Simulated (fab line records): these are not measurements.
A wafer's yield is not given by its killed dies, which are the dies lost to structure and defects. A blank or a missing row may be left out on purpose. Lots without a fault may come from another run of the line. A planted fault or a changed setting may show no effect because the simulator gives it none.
A single fault, viewed from 2 desks / flow n5Finfet / what lay behind the numbers comes last; until then each desk has only its own

== THE TOOL OWNER'S DESK: pecvd-04 ==
The tool's own readings at N5_BEOL_M4_PECVD_72 (deposits SiO2 from TEOS/O2, target thk 16 nm, time 18 s): means of the sampled wafers that have a number, for each lot that ran on this tool. Marked OUT: a lot whose mean sits more than 4 standard deviations from the usual mean, which makes it out of limits; the brackets give that distance.
Columns: A = heaterPowerW at N5_BEOL_M4_PECVD_72, usual 714 W; B = showerheadPlenumPTorr at N5_BEOL_M4_PECVD_72, usual 8.80 Torr; C = susceptorTempC at N5_BEOL_M4_PECVD_72, usual 400.00 C; D = throttleValvePct at N5_BEOL_M4_PECVD_72, usual 22.4 %
lot=L441; first seen here=day 9 21:49; A=730; B=8.81; C=399.96; D=22.9
lot=L448; first seen here=day 11 02:55; A=674; B=8.83; C=401.21 (+4.8) OUT; D=22.1
lot=L447; first seen here=day 11 09:20; A=740; B=8.81; C=401.22 (+4.9) OUT; D=22.8
This desk finds L447, L448 out of limits, L448 being first, at day 11 02:55 (susceptorTempC at N5_BEOL_M4_PECVD_72). In limits: L441.

== THE METROLOGY DESK ==
Lot by lot, what the gauges showed, no matter which tool ran the lot: averages of those sampled wafers that carry a number. Marked OUT: a lot whose mean sits more than 4 standard deviations from the usual mean, which makes it out of limits; the brackets give that distance. Shown here are 7 of its 10 readings, the ones lying furthest out on some lot.
Columns: A = DIBL_N at N5_BEOL_M4_RC_MEAS_101, usual 36.4 mV/V; B = DIBL_P at N5_BEOL_M4_RC_MEAS_101, usual 36 mV/V; C = IOFF_N at N5_BEOL_M4_RC_MEAS_101, usual 0.16 nA/um; D = ION_P at N5_BEOL_M4_RC_MEAS_101, usual 464 uA/um; E = SS_N at N5_BEOL_M4_RC_MEAS_101, usual 71.5 mV/dec; F = SS_P at N5_BEOL_M4_RC_MEAS_101, usual 73.3 mV/dec; G = VT_P at N5_BEOL_M4_RC_MEAS_101, usual -251 mV
lot=L441; first seen here=day 10 16:52; A=33.0; B=34; C=0.12; D=460; E=70.9; F=72.2; G=-252
lot=L448; first seen here=day 11 17:24; A=35.9; B=36; C=0.17; D=456; E=71.8; F=73.4; G=-253
lot=L447; first seen here=day 11 23:21; A=38.0; B=41; C=0.19; D=473; E=72.4; F=74.1; G=-250
lot=L452; first seen here=day 12 22:35; A=36.8; B=38; C=0.15; D=454; E=72.0; F=73.1; G=-256
This desk's finding: nothing out of limits on any of the 4 lots.

== TAKEN TOGETHER ==
The tool owner's desk had the chance to raise an alarm at day 11 02:55 on L447, L448.
Metrology desk: nothing out of limits seen.
The metrology desk holds a record of L447, L448, inside its limits.
On pecvd-04, each named lot ran N5_BEOL_M4_PECVD_72.

== WHAT THE SIMULATOR HAD INSERTED ==
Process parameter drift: pecvd-04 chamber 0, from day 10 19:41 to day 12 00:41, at N5_BEOL_M4_PECVD_72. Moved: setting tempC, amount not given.
Lots struck among those shown: L447, L448.
Time in hours from fault onset to the first out-of-limits reading at each desk: the tool owner's desk, 7.
